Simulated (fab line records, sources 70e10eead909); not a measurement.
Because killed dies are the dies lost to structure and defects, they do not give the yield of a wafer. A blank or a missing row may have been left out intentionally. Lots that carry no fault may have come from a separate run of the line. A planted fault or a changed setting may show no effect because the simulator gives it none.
fab line records | flow nandHarc
record lots=6 | wafers=18 | lastDay=31
route steps=1302 shown A_STAIRCASE@642 END@1302
lots that met no fault: taken from a fault-free run of the same line
startH: hours from the record's opening day to when the first of the lot's shown wafers began | waitH: hours from the lot's prior step to this one | " unchanged from the row above | L1.1+2: one row covering several wafers at once | - value missing, or start not given | * or withheld: withheld | < > ~ a bound
route shown NAME@n: a module of which the file shows steps, and the number in the route of the first | usual: the fault-free wafers' mean and standard deviation | same: alike in all rows | chamber/n: place in a boat | sites: per-site readings | _std_site: the standard deviation of these | _edge_site: outer sites' mean less inner sites' | radiusMm: for every site, how far away it sits from the centre of the wafer | mask NAME#n: copy n | behind: the most recent tool/chamber to have shaped the wafer | hold: the reason the lot was held/the length of the hold in hours/how it ended | device: whichever transistor did not switch (one of n, p or np) | end of line: the same wafers' tests at the end of the route | where a step has no rows: the recipe by itself | killed: the dies lost at the first sort to structure and to defects; this is not the yield of the wafer | map: a wafer's dies, x killed, . not, _ none there
set.NAME: the run value of the setting; set.NAME@STEP: its run value at that earlier step | model.NAME: the simulator's own value behind a step, which no gauge read
lots at selected steps of the route; one table per step, one row per wafer
services: a tool's chamber out of use, with start hour (startH, from the record's first day; less than 0 if before it), hours out, and reason
## steps
# step NHARC_A_STAIRCASE_COAT_160
# recipe spinRpm=1200
# step NHARC_A_STAIRCASE_SOFTBAKE_161
# recipe tempC=135 | timeS=170
# step NHARC_A_STAIRCASE_EBR_162
# step NHARC_A_STAIRCASE_EXPOSE_163
# recipe na=0.5 | doseMj=20.01 | maskId=STAIR_OPEN
# step NHARC_A_STAIRCASE_PEB_164
# recipe pebTempC=115 | pebTimeS=130
# step NHARC_A_STAIRCASE_DEVELOP_165
# recipe timeS=140
# step NHARC_A_STAIRCASE_HARDBAKE_167
# recipe tempC=120 | timeS=140
# step NHARC_A_STAIRCASE_DESCUM_168
# recipe timeS=3 | o2FlowSccm=200 | arFlowSccm=0 | biasPowerW=0 | chemistry=O2
# step NHARC_A_STAIRCASE_ETCH_169
# recipe targetDepthA=500 | timeS=107.1 | ionEnergyEv=120 | ch3fFlowSccm=50 | o2FlowSccm=30 | arFlowSccm=200 | rfW=500 | biasW=100 | chemistry=CH3F/O2
# step NHARC_A_STAIRCASE_ETCH_170
# recipe targetDepthA=2000 | timeS=66.667 | ionEnergyEv=250 | c4f6FlowSccm=25 | o2FlowSccm=20 | arFlowSccm=500 | rfW=600 | biasW=500 | chemistry=C4F6/O2
# step NHARC_A_STAIRCASE_STRIP_171
# recipe powerW=1500 | tempC=250 | chemistry=O2
# usual drypumpMotorCurrentA=6.0/0.38 | heaterPowerW=315/26
lot.wafer | tool           | chamber | startH | waitH | drypumpMotorCurrentA | heaterPowerW | rfHoursCounterH
L100.3    | plasmaAsher-02 | 1       | 403.93 | -     | 5.5                  | 284          | -
L100.4    | "              | 0       | "      | "     | 6.4                  | 331          | -
L100.5    | "              | 1       | "      | "     | 5.5                  | 278          | -
L102.2    | plasmaAsher-02 | 0       | 413.13 | -     | 6.5                  | 340          | 33
L102.1    | "              | 1       | "      | "     | 5.5                  | 276          | 33
L102.4    | "              | 1       | "      | "     | 5.5                  | 283          | -
L104.1    | plasmaAsher-01 | 0       | 426.99 | -     | 6.2                  | 327          | 16
L104.4    | "              | 1       | "      | "     | 5.7                  | 323          | -
L104.5    | "              | 0       | "      | "     | 6.2                  | 332          | -
L107.2    | plasmaAsher-02 | 0       | 462.59 | -     | 6.4                  | 339          | 5
L107.4    | "              | 1       | "      | "     | 5.5                  | 270          | -
L107.6    | "              | 1       | "      | "     | 5.5                  | 271          | -
L113.3    | plasmaAsher-01 | 0       | 515.50 | -     | 6.2                  | 326          | -
L113.6    | "              | 1       | "      | "     | 5.7                  | 319          | -
L113.5    | "              | 0       | "      | "     | 6.2                  | 327          | -
L114.1    | plasmaAsher-02 | 1       | 528.57 | -     | 5.5                  | 270          | 21
L114.2    | "              | 0       | "      | "     | 6.4                  | 339          | 21
L114.3    | "              | 0       | "      | "     | 6.4                  | 340          | -
# step NHARC_A_STAIRCASE_STRIP_172
# recipe timeS=900 | tempC=130 | chemistry=SPM
lot.wafer  | tool        | chamber | startH | waitH
L100.4+5+3 | wetBench-06 | 4,6,0   | 404.19 | 0.2
L102.1+2+4 | wetBench-05 | 5,7,1   | 413.48 | 0.3
L104.5+1+4 | wetBench-05 | 3,4,6   | 427.30 | 0.1
L107.4+2+6 | wetBench-06 | 2,5,6   | 462.94 | 0.2
L113.5+6+3 | wetBench-05 | 3,5,7   | 515.72 | 0.1
L114.3+1+2 | wetBench-05 | 1,4,5   | 528.93 | 0.2
# step NHARC_A_STAIRCASE_PRECLEAN_173
# recipe timeS=* | tempC=50 | bathAgeMin=0 | chemistry=SC1
# step NHARC_A_STAIRCASE_SRD_174
# step NHARC_A_STAIRCASE_DEHYDRATE_01
# recipe tempC=150 | timeS=120
# step NHARC_A_STAIRCASE_HMDS_02
# recipe timeS=30
# step NHARC_A_STAIRCASE_COAT_03
# recipe spinRpm=1200
# step NHARC_A_STAIRCASE_SOFTBAKE_04
# recipe tempC=135 | timeS=170
# step NHARC_A_STAIRCASE_EBR_05
# step NHARC_A_STAIRCASE_EXPOSE_06
# recipe na=0.5 | doseMj=25.43 | maskId=STAIR
# step NHARC_A_STAIRCASE_PEB_07
# recipe pebTempC=115 | pebTimeS=130
# step NHARC_A_STAIRCASE_DEVELOP_08
# recipe timeS=140
# step NHARC_A_STAIRCASE_HARDBAKE_10
# recipe tempC=120 | timeS=140
# step NHARC_A_STAIRCASE_DESCUM_11
# recipe timeS=3 | o2FlowSccm=200 | arFlowSccm=0 | biasPowerW=0 | chemistry=O2
# step NHARC_A_STAIRCASE_TRIM_12
# recipe timeS=211.2 | o2FlowSccm=500 | arFlowSccm=0 | biasW=0 | chemistry=O2
# usual drypumpMotorCurrentA=5.8/0.5 | oesProductAu=1.003/0.009 | rfVppV=57.8/0.87 | showerheadPlenumPTorr=3.49/0.18 | throttleValvePct=17.036/0.0095
lot.wafer | tool       | chamber | startH | waitH | drypumpMotorCurrentA | oesProductAu | rfHoursCounterH | rfVppV | showerheadPlenumPTorr | throttleValvePct
L100.3    | rieDiel-02 | 2       | 405.44 | 0.1   | 6.0                  | 1.009        | 0               | 58.9   | 3.42                  | 17.049
L100.4    | "          | 0       | "      | "     | 5.7                  | 1.005        | 0               | 57.5   | 3.74                  | 17.023
L100.5    | "          | 1       | "      | "     | 6.1                  | 1.002        | -               | 56.3   | 3.54                  | 17.033
L102.2    | rieDiel-09 | 3       | 414.74 | 0.1   | 6.4                  | 1.007        | 28              | 57.1   | 3.31                  | 17.030
L102.4    | "          | 1       | "      | "     | 5.8                  | 1.008        | 27              | 58.8   | 3.73                  | 17.034
L102.1    | "          | 2       | "      | "     | 5.3                  | 1.015        | 29              | 58.1   | 3.76                  | 17.025
L104.4    | rieDiel-09 | 1       | 428.57 | 0.1   | 5.8                  | 0.999        | 34              | 59.0   | 3.73                  | 17.049
L104.1    | "          | 3       | "      | "     | 6.4                  | 0.996        | 33              | 56.8   | 3.30                  | 17.041
L104.5    | "          | 0       | "      | "     | 5.2                  | 0.996        | -               | 56.8   | 3.37                  | 17.039
L107.4    | rieDiel-02 | 1       | 464.43 | 0.3   | 6.2                  | 1.007        | 25              | 58.5   | 3.52                  | 17.034
L107.2    | "          | 2       | "      | "     | 6.1                  | 0.993        | 24              | 57.8   | 3.41                  | 17.040
L107.6    | "          | 1       | "      | "     | 6.2                  | 1.005        | -               | 59.6   | 3.52                  | 17.040
L113.3    | rieDiel-09 | 1       | 516.98 | 0.1   | 5.8                  | 1.002        | 2               | 58.3   | 3.71                  | 17.049
L113.6    | "          | 0       | "      | "     | 5.2                  | 1.013        | -               | 57.1   | 3.36                  | 17.040
L113.5    | "          | 1       | "      | "     | 5.8                  | 1.000        | -               | 58.2   | 3.71                  | 17.042
L114.2    | rieDiel-09 | 2       | 530.66 | 0.6   | 5.2                  | 1.016        | 5               | 58.2   | 3.74                  | 17.029
L114.3    | "          | 0       | "      | "     | 5.2                  | 1.024        | 8               | 57.6   | 3.36                  | 17.040
L114.1    | "          | 1       | "      | "     | 5.7                  | 1.008        | 6               | 57.6   | 3.71                  | 17.027
# step NHARC_A_STAIRCASE_ETCH_13
# recipe targetDepthA=1000 | timeS=40.5 | ionEnergyEv=400 | c4f8FlowSccm=20 | o2FlowSccm=10 | arFlowSccm=withheld | rfW=600 | biasW=1000 | chemistry=C4F8/O2
# step NHARC_A_STAIRCASE_TRIM_14
# recipe timeS=211.2 | o2FlowSccm=500 | arFlowSccm=0 | biasW=0 | chemistry=O2
# step NHARC_A_STAIRCASE_ETCH_15
# recipe targetDepthA=1000 | timeS=40.5 | ionEnergyEv=400 | c4f8FlowSccm=20 | o2FlowSccm=10 | arFlowSccm=withheld | rfW=600 | biasW=1000 | chemistry=C4F8/O2
# usual oesProductAu=0.945/0.011 | rfVppV=895/6.5
lot.wafer | tool       | chamber | startH | waitH | oesProductAu | rfHoursCounterH | rfVppV
L100.4    | rieDiel-02 | 2       | -      | -     | 0.951        | 0               | 892
L100.3    | "          | 0       | "      | "     | 0.949        | 0               | 905
L100.5    | "          | 2       | "      | "     | 0.969        | -               | 893
L102.1    | rieDiel-09 | 0       | -      | -     | 0.952        | 26              | 890
L102.4    | "          | 1       | "      | "     | 0.954        | 27              | 902
L102.2    | "          | 2       | "      | "     | 0.952        | 29              | 902
L104.4    | rieDiel-09 | 3       | -      | -     | 0.933        | 33              | 887
L104.1    | "          | 2       | "      | "     | 0.933        | 37              | 904
L104.5    | "          | 3       | "      | "     | 0.933        | -               | 889
L107.2    | rieDiel-02 | 0       | -      | -     | 0.963        | 22              | 903
L107.4    | "          | 3       | "      | "     | 0.955        | 12              | 904
L107.6    | "          | 0       | "      | "     | 0.957        | -               | 905
L113.3    | rieDiel-09 | 1       | -      | -     | 0.953        | 2               | 901
L113.5    | "          | 0       | "      | "     | 0.943        | -               | 890
L113.6    | "          | 1       | "      | "     | 0.944        | -               | 904
L114.1    | rieDiel-09 | 2       | -      | -     | 0.933        | 6               | 904
L114.3    | "          | 3       | "      | "     | 0.940        | 8               | 886
L114.2    | "          | 1       | "      | "     | 0.932        | 6               | 900
# step NHARC_A_STAIRCASE_TRIM_16
# recipe timeS=211.2 | o2FlowSccm=500 | arFlowSccm=0 | biasW=0 | chemistry=O2
# step NHARC_A_STAIRCASE_ETCH_17
# recipe targetDepthA=1000 | timeS=40.5 | ionEnergyEv=400 | c4f8FlowSccm=20 | o2FlowSccm=10 | arFlowSccm=withheld | rfW=600 | biasW=1000 | chemistry=C4F8/O2
# step NHARC_A_STAIRCASE_TRIM_18
# recipe timeS=211.2 | o2FlowSccm=500 | arFlowSccm=0 | biasW=0 | chemistry=O2
# step NHARC_A_STAIRCASE_ETCH_19
# recipe targetDepthA=1000 | timeS=40.5 | ionEnergyEv=400 | c4f8FlowSccm=20 | o2FlowSccm=10 | arFlowSccm=withheld | rfW=600 | biasW=1000 | chemistry=C4F8/O2
# step NHARC_A_STAIRCASE_TRIM_20
# recipe timeS=211.2 | o2FlowSccm=500 | arFlowSccm=0 | biasW=0 | chemistry=O2
# step NHARC_A_STAIRCASE_ETCH_21
# recipe targetDepthA=1000 | timeS=40.5 | ionEnergyEv=400 | c4f8FlowSccm=20 | o2FlowSccm=10 | arFlowSccm=withheld | rfW=600 | biasW=1000 | chemistry=C4F8/O2
# step NHARC_A_STAIRCASE_TRIM_22
# recipe timeS=211.2 | o2FlowSccm=500 | arFlowSccm=0 | biasW=0 | chemistry=O2
# step NHARC_A_STAIRCASE_ETCH_23
# recipe targetDepthA=1000 | timeS=40.5 | ionEnergyEv=400 | c4f8FlowSccm=20 | o2FlowSccm=10 | arFlowSccm=withheld | rfW=600 | biasW=1000 | chemistry=C4F8/O2
# step NHARC_A_STAIRCASE_TRIM_24
# recipe timeS=211.2 | o2FlowSccm=500 | arFlowSccm=0 | biasW=0 | chemistry=O2
# step NHARC_A_STAIRCASE_ETCH_25
# recipe targetDepthA=1000 | timeS=40.5 | ionEnergyEv=400 | c4f8FlowSccm=20 | o2FlowSccm=10 | arFlowSccm=withheld | rfW=600 | biasW=1000 | chemistry=C4F8/O2
# usual oesProductAu=0.949/0.01 | rfVppV=895/6.9
lot.wafer | tool       | chamber | startH | waitH | oesProductAu | rfHoursCounterH | rfVppV
L100.3    | rieDiel-09 | 0       | -      | -     | 0.944        | 24              | 891
L100.4    | "          | 2       | "      | "     | 0.953        | 27              | 904
L100.5    | "          | 0       | "      | "     | 0.945        | -               | 891
L102.1    | rieDiel-09 | 3       | -      | -     | 0.935        | 29              | 887
L102.2    | "          | 0       | "      | "     | 0.936        | 27              | 891
L102.4    | "          | 2       | "      | "     | 0.949        | 30              | 905
L104.1    | rieDiel-02 | 0       | -      | -     | 0.940        | 12              | 902
L104.4    | "          | 0       | "      | "     | 0.945        | -               | 903
L104.5    | "          | 1       | "      | "     | 0.954        | -               | 896
L107.2    | rieDiel-02 | 1       | -      | -     | 0.952        | 25              | 897
L107.4    | "          | 0       | "      | "     | 0.946        | 23              | 904
L107.6    | "          | 2       | "      | "     | 0.953        | -               | 891
L113.3    | rieDiel-09 | 0       | -      | -     | 0.962        | 3               | 891
L113.6    | "          | 0       | "      | "     | 0.961        | -               | 890
L113.5    | "          | 1       | "      | "     | 0.956        | -               | 902
L114.3    | rieDiel-08 | 3       | -      | -     | 0.946        | 53              | 886
L114.1    | "          | 1       | "      | "     | 0.943        | 52              | 895
L114.2    | "          | 2       | "      | "     | 0.965        | 52              | 891
# step NHARC_A_STAIRCASE_TRIM_26
# recipe timeS=211.2 | o2FlowSccm=500 | arFlowSccm=0 | biasW=0 | chemistry=O2
# usual drypumpMotorCurrentA=5.8/0.52 | oesProductAu=1.003/0.009 | rfVppV=57.8/0.96 | showerheadPlenumPTorr=3.49/0.19 | throttleValvePct=17.037/0.0089
lot.wafer | tool       | chamber | startH | waitH | drypumpMotorCurrentA | oesProductAu | rfHoursCounterH | rfVppV | showerheadPlenumPTorr | throttleValvePct
L100.4    | rieDiel-09 | 0       | -      | -     | 5.2                  | 0.990        | 24              | 56.6   | 3.38                  | 17.034
L100.3    | "          | 1       | "      | "     | 5.8                  | 1.011        | 25              | 58.9   | 3.73                  | 17.024
L100.5    | "          | 3       | "      | "     | 6.4                  | 1.007        | -               | 57.0   | 3.31                  | 17.026
L102.1    | rieDiel-09 | 0       | -      | -     | 5.3                  | 1.007        | 27              | 58.3   | 3.37                  | 17.056
L102.2    | "          | 2       | "      | "     | 5.2                  | 1.012        | 30              | 58.5   | 3.76                  | 17.036
L102.4    | "          | 3       | "      | "     | 6.4                  | 1.020        | 29              | 57.5   | 3.31                  | 17.041
L104.4    | rieDiel-02 | 1       | -      | -     | 6.2                  | 1.012        | 13              | 59.3   | 3.53                  | 17.049
L104.1    | "          | 3       | "      | "     | 6.6                  | 1.006        | 2               | 57.8   | 3.78                  | 17.033
L104.5    | "          | 1       | "      | "     | 6.2                  | 1.007        | -               | 56.4   | 3.53                  | 17.023
L107.4    | rieDiel-02 | 0       | -      | -     | 5.7                  | 1.015        | 23              | 58.0   | 3.73                  | 17.046
L107.2    | "          | 3       | "      | "     | 6.6                  | 1.012        | 12              | 57.2   | 3.77                  | 17.035
L107.6    | "          | 1       | "      | "     | 6.1                  | 1.010        | -               | 58.3   | 3.52                  | 17.022
L113.3    | rieDiel-09 | 3       | -      | -     | 6.4                  | 1.014        | 3               | 57.6   | 3.29                  | 17.042
L113.6    | "          | 2       | "      | "     | 5.2                  | 1.006        | -               | 57.8   | 3.74                  | 17.028
L113.5    | "          | 3       | "      | "     | 6.4                  | 1.010        | -               | 57.5   | 3.29                  | 17.040
L114.3    | rieDiel-08 | 0       | -      | -     | 4.9                  | 1.005        | 56              | 56.8   | 3.26                  | 17.029
L114.1    | "          | 2       | "      | "     | 5.4                  | 1.011        | 52              | 58.5   | 3.40                  | 17.042
L114.2    | "          | 3       | "      | "     | 6.3                  | 0.997        | 53              | 57.7   | 3.29                  | 17.031
# step NHARC_END_SORT_01
# recipe tempC=25
# usual killedAtArray=64/20 | killedAtOther=0.7/1.1 | killedAtPeriphery=3.6/2.7 | killedDies=68/20 | killedOpen=2.8/1.9 | killedShort=2.3/1.5
# same grossDies=677
lot.wafer | tool      | chamber | startH | waitH | killedAtArray | killedAtOther | killedAtPeriphery | killedDies | killedOpen | killedShort
L100.3    | prober-02 | 0       | 612.44 | 3.1   | 58            | 0             | 7                 | 65         | 3          | 2
L100.4    | prober-02 | 0       | 613.25 | 3.4   | 48            | 0             | 9                 | 57         | 4          | 4
L100.5    | prober-02 | 0       | 614.06 | 3.7   | 53            | 0             | 5                 | 58         | 3          | 2
L102.1    | prober-01 | 0       | 645.46 | 2.5   | 67            | 0             | 2                 | 69         | 5          | 1
L102.2    | prober-01 | 0       | 646.26 | 2.8   | 54            | 3             | 2                 | 59         | 2          | 3
L102.4    | prober-01 | 0       | 647.87 | 3.4   | 63            | 1             | 0                 | 64         | 3          | 4
L104.1    | prober-02 | 0       | 645.55 | 2.5   | 90            | 1             | 1                 | 92         | 3          | 3
L104.4    | prober-02 | 0       | 647.98 | 3.4   | 81            | 0             | 1                 | 82         | 1          | 1
L104.5    | prober-02 | 0       | 648.79 | 3.7   | 85            | 1             | 2                 | 88         | 8          | 2
L107.2    | prober-02 | 0       | 665.03 | 2.8   | 24            | 0             | 2                 | 26         | 2          | 1
L107.4    | prober-02 | 0       | 666.66 | 3.4   | 24            | 1             | 3                 | 28         | 4          | 4
L107.6    | prober-02 | 0       | 668.28 | 4.1   | 23            | 1             | 4                 | 28         | 3          | 3
L113.3    | prober-01 | 0       | 727.24 | 3.1   | 168           | 0             | 5                 | 173        | 4          | 0
L113.5    | prober-01 | 0       | 728.83 | 3.7   | 129           | 0             | 5                 | 134        | 2          | 3
L113.6    | prober-01 | 0       | 729.62 | 4.0   | 159           | 0             | 5                 | 164        | 0          | 1
L114.1    | prober-01 | 0       | 746.02 | 2.5   | 142           | 0             | 4                 | 146        | 1          | 1
L114.2    | prober-01 | 0       | 746.82 | 2.8   | 137           | 0             | 5                 | 142        | 2          | 1
L114.3    | prober-01 | 0       | 747.62 | 3.1   | 163           | 0             | 0                 | 163        | 2          | 1
# killed by level:class
L100.3 A_CHANNEL_HOLE_D2:chamberFilmFlake=36 A_STAIRCASE:chamberFilmFlake=7 A_CHANNEL_HOLE_D1:chamberFilmFlake=5 P_ZERO_WELL:chamberFilmFlake=3 A_SGD_CUT:chamberFilmFlake=3 P_GATE:chamberFilmFlake=2 A_CONTACT:chamberFilmFlake=2 P_CONTACT:geometricParticle:short=1
L100.4 A_CHANNEL_HOLE_D2:chamberFilmFlake=33 P_ZERO_WELL:chamberFilmFlake=5 A_CHANNEL_HOLE_D1:chamberFilmFlake=3 A_STAIRCASE:chamberFilmFlake=2 A_CONTACT:chamberFilmFlake=2 P_M0:geometricParticle:short=1 P_M1:geometricParticle:open=1 A_ONON_D1:geometricParticle:short=1
L100.5 A_CHANNEL_HOLE_D2:chamberFilmFlake=29 A_STAIRCASE:chamberFilmFlake=5 A_SGD_CUT:chamberFilmFlake=4 A_M1:chamberFilmFlake=4 P_ZERO_WELL:chamberFilmFlake=3 A_CHANNEL_HOLE_D1:chamberFilmFlake=3 A_CHANNEL_HOLE_D1:geometricParticle:short=1 A_DECK1_JOINT:geometricParticle:open=1
L102.1 A_CHANNEL_HOLE_D1:chamberFilmFlake=40 A_CHANNEL_HOLE_D2:chamberFilmFlake=8 A_CONTACT:chamberFilmFlake=6 A_SLIT:chamberFilmFlake=2 P_CONTACT:geometricParticle:open=1 A_DECK1_JOINT:geometricParticle:open=1 A_ONON_D2:geometricParticle:short=1 A_CHANNEL_FILL_D2:geometricParticle:open=1
L104.1 A_CHANNEL_HOLE_D1:chamberFilmFlake=35 A_SLIT:chamberFilmFlake=33 A_CHANNEL_HOLE_D2:chamberFilmFlake=10 A_CONTACT:chamberFilmFlake=3 A_SOURCE_PLATE:geometricParticle:open=1 A_ONON_D2:geometricParticle:short=1 A_CHANNEL_FILL_D2:geometricParticle:open=1 A_CHANNEL_FILL_D2:geometricParticle:short=1
L102.2 A_CHANNEL_HOLE_D1:chamberFilmFlake=35 A_CHANNEL_HOLE_D2:chamberFilmFlake=10 A_CONTACT:chamberFilmFlake=3 A_CHANNEL_FILL_D1:chamberFilmFlake=2 THIN_TSV:chamberFilmFlake=2 P_M0:geometricParticle:open=1 A_CHANNEL_HOLE_D1:geometricParticle:open=1 A_ONON_D2:geometricParticle:short=1
L102.4 A_CHANNEL_HOLE_D1:chamberFilmFlake=35 A_CHANNEL_HOLE_D2:chamberFilmFlake=13 A_M0:geometricParticle:short=2 A_SLIT:chamberFilmFlake=2 A_WL_FILL:chamberFilmFlake=2 A_CONTACT:chamberFilmFlake=2 A_SOURCE_PLATE:geometricParticle:open=1 A_ONON_D1:geometricParticle:short=1
L104.4 A_CHANNEL_HOLE_D1:chamberFilmFlake=41 A_SLIT:chamberFilmFlake=27 A_CHANNEL_HOLE_D2:chamberFilmFlake=6 A_CONTACT:chamberFilmFlake=3 A_ONON_D1:geometricParticle:short=1 A_BLC:geometricParticle:open=1 P_ZERO_WELL:chamberFilmFlake=1 A_CHANNEL_FILL_D1:chamberFilmFlake=1
L104.5 A_CHANNEL_HOLE_D1:chamberFilmFlake=30 A_SLIT:chamberFilmFlake=27 A_CHANNEL_HOLE_D2:chamberFilmFlake=7 A_CONTACT:chamberFilmFlake=4 A_CHANNEL_FILL_D2:chamberFilmFlake=3 A_STAIRCASE:chamberFilmFlake=3 A_M0:geometricParticle:open=2 P_M0:geometricParticle:open=1
L107.2 A_CHANNEL_HOLE_D1:chamberFilmFlake=11 A_SLIT:chamberFilmFlake=4 A_WL_FILL:chamberFilmFlake=2 A_CONTACT:chamberFilmFlake=2 P_CONTACT:geometricParticle:open=1 A_DECK1_JOINT:geometricParticle:short=1 A_M0:geometricParticle:open=1 P_BONDPAD:chamberFilmFlake=1
L107.4 A_CONTACT:chamberFilmFlake=7 A_STAIRCASE:chamberFilmFlake=3 A_SLIT:chamberFilmFlake=3 A_ONON_D1:geometricParticle:short=2 A_CHANNEL_HOLE_D1:chamberFilmFlake=2 P_M0:geometricParticle:open=1 P_M2:geometricParticle:open=1 A_ONON_D2:geometricParticle:short=1
L107.6 A_CHANNEL_HOLE_D1:chamberFilmFlake=8 P_BONDPAD:chamberFilmFlake=3 A_SLIT:chamberFilmFlake=2 A_CONTACT:chamberFilmFlake=2 A_BONDPAD:chamberFilmFlake=2 A_ONON_D1:geometricParticle:short=1 A_CHANNEL_HOLE_D1:geometricParticle:open=1 A_ONON_D2:geometricParticle:open=1
L113.3 A_STAIRCASE:unspecified=97 A_CHANNEL_HOLE_D1:chamberFilmFlake=35 A_SLIT:chamberFilmFlake=29 A_CHANNEL_HOLE_D2:geometricParticle:open=2 P_CONTACT:chamberFilmFlake=2 A_STAIRCASE:chamberFilmFlake=2 P_M1:geometricParticle:open=1 A_CHANNEL_FILL_D1:geometricParticle:open=1
L113.5 A_STAIRCASE:unspecified=62 A_SLIT:chamberFilmFlake=31 A_CHANNEL_HOLE_D1:chamberFilmFlake=22 A_CONTACT:chamberFilmFlake=7 P_STI:chamberFilmFlake=4 A_ONON_D2:geometricParticle:open=2 A_STAIRCASE:chamberFilmFlake=2 P_STI:geometricParticle:short=1
L113.6 A_STAIRCASE:unspecified=86 A_CHANNEL_HOLE_D1:chamberFilmFlake=33 A_SLIT:chamberFilmFlake=28 A_CONTACT:chamberFilmFlake=9 P_GATE:chamberFilmFlake=3 P_STI:chamberFilmFlake=2 A_CHANNEL_FILL_D2:geometricParticle:short=1 A_STAIRCASE:chamberFilmFlake=1
L114.1 A_STAIRCASE:unspecified=87 A_CHANNEL_HOLE_D1:chamberFilmFlake=27 A_CHANNEL_HOLE_D2:chamberFilmFlake=11 A_CONTACT:chamberFilmFlake=7 A_STAIRCASE:chamberFilmFlake=6 P_GATE:chamberFilmFlake=2 A_CHANNEL_FILL_D2:chamberFilmFlake=2 P_M0:geometricParticle:open=1
L114.2 A_STAIRCASE:unspecified=83 A_CHANNEL_HOLE_D2:chamberFilmFlake=24 A_CHANNEL_HOLE_D1:chamberFilmFlake=15 A_WL_FILL:chamberFilmFlake=6 A_CONTACT:chamberFilmFlake=5 A_SLIT:chamberFilmFlake=3 P_BONDPAD:chamberFilmFlake=2 P_GATE:geometricParticle:open=1
L114.3 A_STAIRCASE:unspecified=83 A_CHANNEL_HOLE_D1:chamberFilmFlake=35 A_CHANNEL_HOLE_D2:chamberFilmFlake=23 A_CONTACT:chamberFilmFlake=10 A_SLIT:chamberFilmFlake=6 A_WL_FILL:chamberFilmFlake=2 A_ONON_D1:geometricParticle:short=1 A_DECK1_JOINT:geometricParticle:open=1
# map L113.3 (x killed, . not)
____________.____________
_________......._________
_______..........._______
______.............______
_____..............x_____
____.................____
____.............x...____
___...................___
___..................x___
__.x...................__
__.....................__
_..x.x...x.x............_
_....x.................._
_.xxx........x.........._
_xxxx..................._
_x.xxx.................._
x.xxxxx..................
x.xxx....................
xx.xxxxx..............x..
.xxx.x...................
..xxxx.x......xx.xxx.....
_.xxxxxx.......xxxxx...._
_x..xxxx.....xxxxxxxxx.._
_..xxx......xxxxxxxxxx.._
_x.x.xx.x.....xxxxxxxxx._
_...xxx......xxxxxxxx..._
__.....x.....xxxxxxxxx.__
__....x......xxxxxxxxx.__
___....x....xxxxxxxxxx___
___..........xxxxxxxx.___
____.........xxxxxxxx____
____..........x.xxxxx____
_____........x..x..x_____
______x............______
_______..........._______
_________......._________
____________.____________
# map L114.3 (x killed, . not)
____________.____________
_________......x_________
_______........x.x_______
______............x______
_____......xx......x_____
____...........x.....____
____.....xx.x..x.....____
___......xxx.x..x.....___
___......xxxx.........___
__.......xxxxxx.......x__
__.......xxxxx.....x.xx__
_.x.......x..x....xxxxxx_
_........xxxx.....xxxxxx_
_..........x.x....xxxxxx_
_......x...x.....xxxxxxx_
_...x.......x...xxxxxxxx_
.x..x..x..x......xxxxxxxx
......x.x.xx.....xxxxxxxx
..x.xx.x..x......xxxxxxxx
.......x.xxx.....xxxxxxxx
.......x.xxx.x...xxxxxxxx
_........x.........xxxxx_
_.......x..xx...x.....x._
_........xx.......x....._
_......................._
_........x.............._
__..............x.....x__
__.....................__
___..................x___
___...........x.......___
____.................____
____.................____
_____..............._____
______.............______
_______..........._______
_________......._________
____________.____________
## services
tool           | chamber | startH | hours | kind
rieDiel-08     | 3       | 380.36 | 3.6   | repair
wetBench-05    | -       | 388.83 | 3.2   | repair
rieDiel-02     | -       | 395.90 | 9.0   | pm
rieDiel-09     | 0       | 402.75 | -     | clean
rieDiel-09     | 1       | 402.75 | -     | clean
rieDiel-09     | 2       | 402.75 | -     | clean
rieDiel-09     | 3       | 402.75 | -     | clean
rieDiel-02     | 3       | 411.54 | 20.9  | repair
plasmaAsher-02 | -       | 425.34 | 1.0   | repair
plasmaAsher-02 | -       | 426.37 | 9.0   | pm
rieDiel-09     | 0       | 427.28 | -     | clean
rieDiel-09     | 1       | 427.28 | -     | clean
rieDiel-09     | 2       | 427.28 | -     | clean
rieDiel-09     | 3       | 427.28 | -     | clean
wetBench-05    | -       | 436.80 | 8.0   | pm
rieDiel-09     | 0       | 451.82 | -     | clean
rieDiel-09     | 1       | 451.82 | -     | clean
rieDiel-09     | 2       | 451.82 | -     | clean
rieDiel-09     | 3       | 451.82 | -     | clean
rieDiel-09     | -       | 456.73 | 0.4   | repair
rieDiel-09     | 0       | 463.90 | 4.9   | repair
rieDiel-09     | -       | 497.16 | 9.0   | pm
plasmaAsher-01 | -       | 506.22 | 1.1   | repair
plasmaAsher-01 | -       | 519.08 | 9.0   | pm
## key
firstSign step=NHARC_END_SORT_01 | reading=killedAtArray | direction=up | sigmas=4.4 | usual=64 | struck=150
effect step=NHARC_END_SORT_01 | reading=killedDies | direction=up | sigmas=4.4 | usual=68 | struck=154
moreKillsBornAt NHARC_A_STAIRCASE_STRIP_172@wetBench-05=498
metAt NHARC_A_STAIRCASE_STRIP_172
struckWafers L113.3,L113.5,L113.6,L114.1,L114.2,L114.3
testerLeftOut L113,L114
onsetBetween 427.30 515.72
alsoFits time
fault kind=chamberParticleSource | tool=wetBench-05 | chamber=- | onsetH=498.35 | steps=NHARC_A_STAIRCASE_STRIP_172 | ratePerVisitCm2=1.2786 | endH=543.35
# testerLeftOut: of these lots the tester's yield and bins aren't shown, on N5 and GAA mostly nor the transistor test; their killed dies are dies lost to structure and defects alone, not to doping, threshold or leakage, so they don't give the yield
